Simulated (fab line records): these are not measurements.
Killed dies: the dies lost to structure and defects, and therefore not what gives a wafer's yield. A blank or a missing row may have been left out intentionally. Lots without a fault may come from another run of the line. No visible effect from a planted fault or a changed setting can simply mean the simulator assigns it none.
One fault through the eyes of 2 desks | flow nandHarc | numbers are kept per desk, each desk with only its own; the story behind them comes last

== FOR THE TOOL OWNER'S DESK: grinder-01 ==
NHARC_THIN_TSV_GRIND_00, tool's own readings: per-lot mean of the sampled wafers with a number, covering each lot this tool ran. Any lot whose mean is over 4 standard deviations away from the usual mean is out of limits and marked OUT; that distance is given in the brackets.
Columns: A = motorCurrentA at NHARC_THIN_TSV_GRIND_00, usual 12.003 A
lot  | first seen here | A
L884 | day 18 16:05    | 12.014
L886 | day 18 17:29    | 11.981
L883 | day 18 18:18    | 11.990
L885 | day 19 00:24    | 12.010
L889 | day 19 12:05    | 12.009
L888 | day 19 13:41    | 11.997
L887 | day 19 20:46    | 12.018
L892 | day 20 07:20    | 12.005
L896 | day 21 19:16    | 12.019
L900 | day 23 04:19    | 11.972
Result from this desk: across the 10 lots, nothing is out of limits.

== THE METROLOGY DESK ==
What the gauges read for every lot (on any tool): the sampled wafers with a number, averaged. Any lot whose mean is over 4 standard deviations away from the usual mean is out of limits and marked OUT; that distance is given in the brackets.
Columns: A = overlayXNm at NHARC_HYBRID_BOND_OVL_MEAS_05, usual 3 nm; B = overlayYNm at NHARC_HYBRID_BOND_OVL_MEAS_05, usual 0 nm; C = thkNm at NHARC_THIN_TSV_THK_MEAS_02, usual 3016 nm
lot  | first seen here | A   | B  | C
L884 | day 18 15:41    | 1   | 6  | 3116
L886 | day 18 15:41    | -5  | 12 | 3067
L883 | day 18 15:42    | 22  | 5  | 3008
L885 | day 18 23:48    | -11 | 4  | 2799
L888 | day 19 11:41    | 37  | -1 | 3219
L889 | day 19 11:41    | -13 | 3  | 3073
L887 | day 19 20:22    | -7  | 28 | 3063
L892 | day 20 07:08    | -4  | 4  | 3035
L896 | day 21 16:40    | 19  | 23 | 3214
L900 | day 23 04:07    | -46 | 60 | 2 (-14) OUT
Finding of this desk: L900 out of limits; the first was L900 at day 23 05:48, on thkNm at NHARC_THIN_TSV_THK_MEAS_02. L884, L886, L883, L885, L888, L889, L887, L892, L896 stayed within limits.

== ALL TOGETHER ==
On L900, the metrology desk was in a position to raise an alarm at day 23 05:48.
The desk of the tool owner found nothing out of limits.
The tool owner's desk has L900 on record, within its limits.
Of the lots named, all ran NHARC_THIN_TSV_GRIND_00 on grinder-01.

== WHAT WAS PUT IN BY THE SIMULATOR ==
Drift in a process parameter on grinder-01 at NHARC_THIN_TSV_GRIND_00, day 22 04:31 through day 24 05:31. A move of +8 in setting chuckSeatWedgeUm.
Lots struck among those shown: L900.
Delay in hours, fault start to first out-of-limits reading, per desk: metrology desk 25.
